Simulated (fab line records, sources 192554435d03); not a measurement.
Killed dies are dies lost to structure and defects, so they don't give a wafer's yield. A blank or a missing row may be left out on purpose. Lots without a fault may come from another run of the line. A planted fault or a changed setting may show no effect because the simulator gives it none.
A struck lot beside a sound one | flow n5_finfet | 38 steps out of a route of 1938
Sound: wafers L968.1, L968.3, L968.5. Struck: wafer L962.1. (L962.5 of the same lot was not struck and is left out.) The cause comes at the end.
At each step with rows: each side's tool, then ch and its chambers, then its first start. Under that, the readings that differ: sound wafers | struck wafers | difference of the means | sigmas: that difference in standard deviations of wafers without a fault.
alike: readings whose means differ by less than 2 such deviations, and words and numbers that are the same on both sides. not compared: withheld readings, readings that some wafer has no value for, bounds like >300 that may hide the same value, and numbers for which the record gives no deviation and whose values overlap.
The two part at a step that has a row with sigmas, a row that says differs or no value, or rows on one side only. Numbers that don't overlap but have no deviation are shown without sigmas and don't part them. A reading that every wafer of one side lacks parts them only if that side has two wafers or more.

first, 8 steps without rows for these wafers: N5_BEOL_M1_ANNEAL_51 (time 90 s); N5_BEOL_M1_CMP_52 (polishes, stops on SiOC, t overpolish 6.8 s, target thk 40 nm); N5_BEOL_M1_PRE_CLEAN_60 (time 15 s); N5_BEOL_M1_CO_CAP_55 (material Co, precursor CCTBA/H2, target thk 2 nm, time 102.1 s); N5_BEOL_M1_PRE_CLEAN_56 (time 15 s); N5_BEOL_M1_DEP_57 (deposits SiCN from 3MS/NH3, target thk 8 nm, time 14 s); N5_BEOL_M2_ILD_DEP_00 (deposits SiOC from DEMS/O2, target thk 79 nm, time 15.3 s); N5_BEOL_M2_PECVD_72 (deposits SiO2 from TEOS/O2, target thk 16 nm, time 18 s).
N5_BEOL_M2_HM_DEP_02: deposits TiN, target thk 20 nm.
  sound on pvd_sputter-03, day 11 10:00; struck on pvd_sputter-02, day 10 01:48
  reading                                    | sound      | struck | difference | sigmas
  model.TiN_of_BEOL_M2_HM_DEP_02.thk_nm (nm) | 19.8 20 20 | 6.2    | -13.7      |
  alike: throttle_valve_pct
then, 16 steps without rows for these wafers: N5_BEOL_M2_COAT_61 (time 60 s, resist thk 60 nm); N5_BEOL_M2_COAT_62 (time 60 s, resist thk 12 nm); N5_BEOL_M2_COAT_73 (time 60 s, resist thk 5 nm); N5_BEOL_M2_COAT_05 (resist thk 30 nm); N5_BEOL_M2_EBR_07; N5_BEOL_M2_SOFTBAKE_06 (time 60 s); N5_BEOL_M2_EXPOSE_08 (exposes mask M2); N5_BEOL_M2_PEB_09 (peb time 60 s); N5_BEOL_M2_DEVELOP_10 (develop time 30 s); N5_BEOL_M2_DESCUM_16 (chemistry O2, time 7 s); N5_BEOL_M2_ETCH_74 (etches underlayer in N2/H2, target depth 6.5 nm, time 5.2 s); N5_BEOL_M2_ETCH_63 (etches SiARC in CF4, target depth 15.6 nm, time 26 s); N5_BEOL_M2_ETCH_64 (etches SOC in N2/H2, target depth 75 nm, overetch 22.5 nm, time 121.9 s); N5_BEOL_M2_STRIP_65 (strips in N2/H2); N5_BEOL_M2_STRIP_75 (strips in N2/H2); N5_BEOL_M2_STRIP_66 (strips in CF4).
N5_BEOL_M2_HM_OPEN_17: chemistry Cl2/BCl3, target TiN, target depth 20 nm, overetch 6 nm.
  sound on rie_metal-02 ch 0, day 11 10:59; struck on rie_metal-02 ch 0, day 10 02:41
  reading                  | sound             | struck | difference | sigmas
  oes_product_au (a.u.)    | 0.72 0.73 0.73    | 0.45   | -0.28      | -5
  throttle_valve_pct (%)   | 22.30 22.29 22.29 | 22.74  | +0.45      | +3
  model.etch.depth_nm (nm) | 19.81 19.97 19.97 | 6.106  | -13.811    |
  alike: drypump_motor_current_A
  not compared: rf_hours_counter_h
then, 8 steps without rows for these wafers: N5_BEOL_M2_STRIP_19 (strips in O2); N5_BEOL_M2_COAT_67 (time 60 s, resist thk 60 nm); N5_BEOL_M2_COAT_68 (time 60 s, resist thk 12 nm); N5_BEOL_M2_COAT_76 (time 60 s, resist thk 5 nm); N5_BEOL_M2_COAT_22 (resist thk 30 nm); N5_BEOL_M2_EBR_24; N5_BEOL_M2_SOFTBAKE_23 (time 60 s); N5_BEOL_M2_EXPOSE_25 (exposes mask V1, defocus 5 nm).
N5_BEOL_M2_TRENCH_ETCH_37: etches SiOC in C4F6/O2, target depth 55.555 nm, time 29.2 s.
  sound on rie_diel-01 ch 0,2,3; struck on rie_diel-01 ch 0
  reading                                    | sound          | struck | difference | sigmas
  model.TiN_of_BEOL_M2_HM_DEP_02.thk_nm (nm) | 17.4 17.6 17.6 | 3.8    | -13.7      |
  alike: drypump_motor_current_A, oes_product_au, rf_vpp_V, showerhead_plenum_p_Torr, throttle_valve_pct
  not compared: rf_hours_counter_h
N5_BEOL_M2_CD_MEAS_35: target cd 18 nm, target cd y 22.2 nm.
  sound on cd_sem-02, day 11 23:28; struck on cd_sem-03, day 10 05:27
  reading    | sound          | struck | difference | sigmas
  cd_nm (nm) | 18.4 18.3 18.2 | 19.4   | +1.1       | +4
N5_BEOL_M4_RC_MEAS_101:
  sound on prober-01 ch 0, day 12 23:48; struck on prober-02 ch 0, day 11 07:49
  alike: DIBL_N, DIBL_P, IOFF_N, IOFF_P, ION_N, ION_P, SS_N, SS_P, VT_N, VT_P
then, 1 step without rows for these wafers: N5_PASSIVATION_PROBE_49.

WHERE THEY PART
First at N5_BEOL_M2_HM_OPEN_17; last, within this record, at N5_BEOL_M2_CD_MEAS_35. Later steps at which nothing parts them and some readings are alike: N5_BEOL_M4_RC_MEAS_101.

WHY: what the simulator had put in
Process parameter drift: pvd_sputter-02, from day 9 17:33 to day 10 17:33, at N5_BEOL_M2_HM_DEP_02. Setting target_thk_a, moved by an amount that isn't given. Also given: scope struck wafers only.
